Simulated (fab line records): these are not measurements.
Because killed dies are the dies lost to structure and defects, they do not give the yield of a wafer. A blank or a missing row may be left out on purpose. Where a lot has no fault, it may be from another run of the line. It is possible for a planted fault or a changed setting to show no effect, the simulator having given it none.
Chamber matching ; flow n5 finfet ; N5_SD_EPI_N_SD_RECESS_17 on rie si-05: 4 sister chambers
The step chemistry HBr/Cl2/O2, target depth 41 nm, time 23.7 s, bt time 3 s. 14 wafers are shown with their chamber, then 7 later ones without.

## WAFERS PAIRED WITH THEIR CHAMBERS
wafer;chamber;drypump motor current A (A);oes product au (a.u.);mfc cl2 sccm (sccm)
L075.1;0;6.0;1.006;80.13
L075.4;2;6.4;1.018;79.87
L075.5;1;6.1;1.007;79.96
L078.1;2;6.3;1.023;80.06
L078.5;2;6.4;1.026;80.16
L078.6;1;6.2;1.005;79.73
L083.2;2;6.4;1.024;79.50
L083.3;3;6.1;0.995;79.73
L083.5;1;6.1;1.009;79.90
L084.2;1;6.2;0.999;79.96
L084.3;3;6.1;0.997;80.12
L084.5;0;6.0;1.000;79.84
L089.1;3;6.2;0.997;79.87
L089.3;1;6.1;1.002;80.02

SIGNATURES (means of the wafers above)
reading;chamber 0;chamber 1;chamber 2;chamber 3;scatter within a chamber
drypump motor current A;6.000;6.140;6.375;6.133;0.0512
oes product au;1.00300;1.00440;1.02275;0.99633;0.00344
mfc cl2 sccm;79.9850;79.9140;79.8975;79.9067;0.206
Rule: distance of a wafer from a chamber = root of the sum over the readings of ((wafer's reading minus chamber's mean) / reading's scatter) squared. The wafer belongs to the nearest chamber; if the next one is less than 2 further off, it can't be placed. How the scatter is found: for the shown wafers, subtract from each reading the mean of its chamber, square and add these, divide the total by (wafers less chambers), then take the root.

## WAFERS WHOSE CHAMBER IS MISSING
wafer;drypump motor current A (A);oes product au (a.u.);mfc cl2 sccm (sccm)
L089.5;6.1;0.988;79.98
L092.1;6.1;1.001;80.08
L092.2;6.1;1.003;80.08
L092.3;6.1;0.988;80.13
L097.3;6.3;1.025;80.27
L097.4;6.1;0.993;79.69
L097.5;6.1;1.012;79.71

## CHAMBER TAKEN BY EACH
wafer;from the rows above;in truth
L089.5;3;3
L092.1;can't be placed: 1 or 3 or 0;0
L092.2;can't be placed: 1 or 0 or 3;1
L092.3;3;3
L097.3;2;2
L097.4;can't be placed: 3 or 1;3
L097.5;can't be placed: 1 or 0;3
Placed correctly: 3 of 7. These rows do not allow placing 4 (true chamber among the candidates in 3). 0 placed wrongly.
